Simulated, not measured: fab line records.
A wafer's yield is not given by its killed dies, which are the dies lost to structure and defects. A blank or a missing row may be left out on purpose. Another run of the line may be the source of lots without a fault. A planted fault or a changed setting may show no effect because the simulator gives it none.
The tool behind it: which one? :: flow nand-harc :: 9 lots with 27 wafers sampled at 2 steps, on a route of 1302 steps

## WHAT THE GAUGES READ, wafer by wafer
NHARC_A_SGD_CUT_THK_MEAS_22: measures by ellipsometry.
lot: L074
measured: day 20 07:22
on: film-metro-01
thk-nm (nm): 148.8 148.3 149.7

lot: L080
measured: day 22 05:00
on: film-metro-02
thk-nm (nm): 147.5 147.4 149.8

lot: L082
measured: day 22 05:00
on: film-metro-01
thk-nm (nm): 146.6 147.3 150.0

lot: L085
measured: day 23 11:59
on: film-metro-01
thk-nm (nm): 147.4 147.7 145.3

lot: L084
measured: day 23 12:08
on: film-metro-02
thk-nm (nm): 152.3 147.6 150.8

lot: L088
measured: day 25 15:11
on: film-metro-01
thk-nm (nm): 149.2 149.7 149.8

lot: L089
measured: day 25 15:11
on: film-metro-02
thk-nm (nm): 147.2 148.1 149.0

lot: L091
measured: day 26 20:19
on: film-metro-02
thk-nm (nm): 145.3 146.6 150.4

lot: L097
measured: day 29 06:08
on: film-metro-01
thk-nm (nm): 146.4 146.1 147.9

## WHAT TOOL EACH LOT RAN ON (gives the tool, then ch and the chambers of the sampled wafers, and finally the start)
lot: L074
NHARC_A_SGD_CUT_ETCH_15: rie-diel-08 ch 0,3, day 20 07:22 or earlier

lot: L080
NHARC_A_SGD_CUT_ETCH_15: rie-diel-08 ch 2,3, day 22 05:00 or earlier

lot: L082
NHARC_A_SGD_CUT_ETCH_15: rie-diel-10 ch 0,1,2, day 22 05:00 or earlier

lot: L085
NHARC_A_SGD_CUT_ETCH_15: rie-diel-08 ch 2,3, day 23 11:59 or earlier

lot: L084
NHARC_A_SGD_CUT_ETCH_15: rie-diel-09 ch 1,3, day 23 12:08 or earlier

lot: L088
NHARC_A_SGD_CUT_ETCH_15: rie-diel-10 ch 0,2,3, day 25 15:11 or earlier

lot: L089
NHARC_A_SGD_CUT_ETCH_15: rie-diel-09 ch 0,1,2, day 25 15:11 or earlier

lot: L091
NHARC_A_SGD_CUT_ETCH_15: rie-diel-08 ch 1,3, day 26 20:19 or earlier

lot: L097
NHARC_A_SGD_CUT_ETCH_15: rie-diel-08 ch 1,2,3, day 29 06:08 or earlier
- NHARC_A_SGD_CUT_ETCH_15: etches the open film in CH3F/O2, target depth 75 nm, time 64.3 s.

## THE ANSWER, worked out from the rows above alone
Rule: the lots themselves supply what counts as usual. Put in order of their means at a reading, lots are off if they are a third of the lots or fewer, leave a main group of 4 or more, and stand apart from it by a gap of 3 or more times the standard deviation of the main group's means; of several such gaps the widest counts. The tables above print the reading to a certain number of digits; a main group whose means all agree to those digits is not used. Also off: a lot with no number at a reading for which 4 or more lots have one. All remaining lots with rows at the step are treated as sound.
Nothing can be told from this: no lot is off at any reading shown.

## WHAT HAD BEEN PUT IN BY THE SIMULATOR
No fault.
